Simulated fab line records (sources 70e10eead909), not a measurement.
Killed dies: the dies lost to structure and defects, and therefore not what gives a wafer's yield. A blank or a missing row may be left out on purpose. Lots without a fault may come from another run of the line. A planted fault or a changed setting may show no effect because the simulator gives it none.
3 desks, one fault + flow nandHarc + each desk has only its own numbers; what lay behind them comes last

## FROM THE METROLOGY DESK
What the gauges read, lot by lot, whatever tool the lot ran on: means of the sampled wafers that have a number. Any lot whose mean is over 4 standard deviations away from the usual mean is out of limits and marked OUT; that distance is given in the brackets.
Columns: A = thkNm at NHARC_A_BONDPAD_THK_MEAS_30, usual 200.7 nm
| lot  | first seen here | A     |
|------|-----------------|-------|
| L566 | day 23 01:16    | 198.3 |
| L567 | day 23 05:10    | 201.5 |
| L569 | day 24 13:25    | 199.6 |
| L568 | day 24 14:07    | 203.0 |
| L571 | day 25 00:13    | 202.3 |
| L573 | day 25 18:01    | 199.0 |
| L572 | day 25 18:22    | 202.0 |
| L574 | day 26 09:15    | 203.4 |
| L576 | day 27 11:50    | 199.2 |
| L575 | day 27 19:41    | 202.7 |
| L578 | day 29 00:20    | 200.5 |
| L582 | day 29 17:06    | 200.9 |
| L584 | day 30 16:57    | 201.4 |
| L583 | day 30 17:58    | 201.4 |
Result from this desk: across the 14 lots, nothing is out of limits.

## FOR THE TOOL OWNER'S DESK: rieDiel-11
The tool's own readings at NHARC_A_BONDPAD_ETCH_12 (etches the open film in CHF3/O2, target depth 220 nm, time 110 s): means of the sampled wafers that have a number, for each lot that ran on this tool. Any lot whose mean is over 4 standard deviations away from the usual mean is out of limits and marked OUT; that distance is given in the brackets.
Columns: A = drypumpMotorCurrentA at NHARC_A_BONDPAD_ETCH_12, usual 6.0 A; B = oesProductAu at NHARC_A_BONDPAD_ETCH_12, usual 0.941 a.u.; C = rfFwdPowerW at NHARC_A_BONDPAD_ETCH_12, usual 496.7 W; D = rfVppV at NHARC_A_BONDPAD_ETCH_12, usual 370.0 V; E = showerheadPlenumPTorr at NHARC_A_BONDPAD_ETCH_12, usual 2.38 Torr; F = throttleValvePct at NHARC_A_BONDPAD_ETCH_12, usual 20.573 %
| lot  | first seen here | A   | B                | C                       | D     | E    | F      |
|------|-----------------|-----|------------------|-------------------------|-------|------|--------|
| L566 | day 23 02:15    | 6.0 | 0.957            | 498.3                   | 370.2 | 2.38 | 20.567 |
| L567 | day 23 06:01    | 6.3 | 0.935            | 495.3                   | 370.8 | 2.39 | 20.571 |
| L569 | day 24 14:22    | 6.2 | 0.960            | 496.5                   | 370.3 | 2.37 | 20.576 |
| L568 | day 24 15:04    | 6.0 | 0.964            | 497.2                   | 370.8 | 2.44 | 20.577 |
| L571 | day 25 01:10    | 5.9 | 0.927            | 497.2                   | 369.3 | 2.36 | 20.574 |
| L573 | day 25 18:59    | 6.0 | 0.936            | 496.3                   | 370.9 | 2.44 | 20.570 |
| L572 | day 25 19:19    | 6.3 | 0.975            | 499.0                   | 370.6 | 2.39 | 20.575 |
| L576 | day 27 12:47    | 5.8 | 0.944            | 496.7                   | 369.7 | 2.35 | 20.576 |
| L575 | day 27 20:31    | 6.0 | 0.952            | 498.0                   | 371.7 | 2.44 | 20.576 |
| L578 | day 29 01:10    | 6.0 | 0.936            | 495.1                   | 370.2 | 2.36 | 20.568 |
| L582 | day 29 18:04    | 5.9 | 0.925            | 497.5                   | 369.3 | 2.36 | 20.570 |
| L584 | day 30 17:55    | 5.9 | 0.706 (-10) OUT  | 297.1 (-99 or more) OUT | 370.1 | 2.36 | 20.571 |
| L583 | day 30 18:55    | 5.8 | 0.735 (-8.9) OUT | 297.1 (-99 or more) OUT | 371.5 | 2.45 | 20.569 |
This desk's finding: out of limits on L583, L584; first on L584, day 30 17:55 (oesProductAu at NHARC_A_BONDPAD_ETCH_12). L566, L567, L569, L568, L571, L573, L572, L576, L575, L578, L582: within limits.

## THE DEFECT DESK
What the inspections along the route counted, lot by lot: means of the sampled wafers that have a number. Any lot whose mean is over 4 standard deviations away from the usual mean is out of limits and marked OUT; that distance is given in the brackets.
Columns: A = rawDefectCount at NHARC_A_M1_INSPECT_27, usual 530
| lot  | first seen here | A   |
|------|-----------------|-----|
| L566 | day 22 23:53    | 601 |
| L567 | day 23 03:49    | 416 |
| L569 | day 24 12:04    | 620 |
| L568 | day 24 12:45    | 359 |
| L571 | day 24 22:52    | 702 |
| L573 | day 25 16:40    | 462 |
| L572 | day 25 16:56    | 541 |
| L574 | day 26 07:53    | 397 |
| L576 | day 27 10:20    | 472 |
| L575 | day 27 17:30    | 430 |
| L578 | day 28 22:50    | 615 |
| L582 | day 29 15:45    | 545 |
| L584 | day 30 15:35    | 543 |
| L583 | day 30 16:16    | 525 |
Result from this desk: across the 14 lots, nothing is out of limits.

## BROUGHT TOGETHER
The tool owner's desk had the chance to raise an alarm at day 30 17:55 on L583, L584.
From the metrology desk's view, nothing was out of limits.
Nothing the defect desk looked at was out of limits.
The metrology desk has L583, L584 on record, within its limits.
The defect desk has L583, L584 on record, within its limits.
All the named lots went through NHARC_A_BONDPAD_ETCH_12 on rieDiel-11.

## WHAT WAS PUT IN BY THE SIMULATOR
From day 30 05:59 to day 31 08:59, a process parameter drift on rieDiel-11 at NHARC_A_BONDPAD_ETCH_12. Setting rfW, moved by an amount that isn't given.
Shown lots that were struck: L583, L584.
How many hours passed from the start of the fault until each desk's first out-of-limits reading: the tool owner's desk, 12.
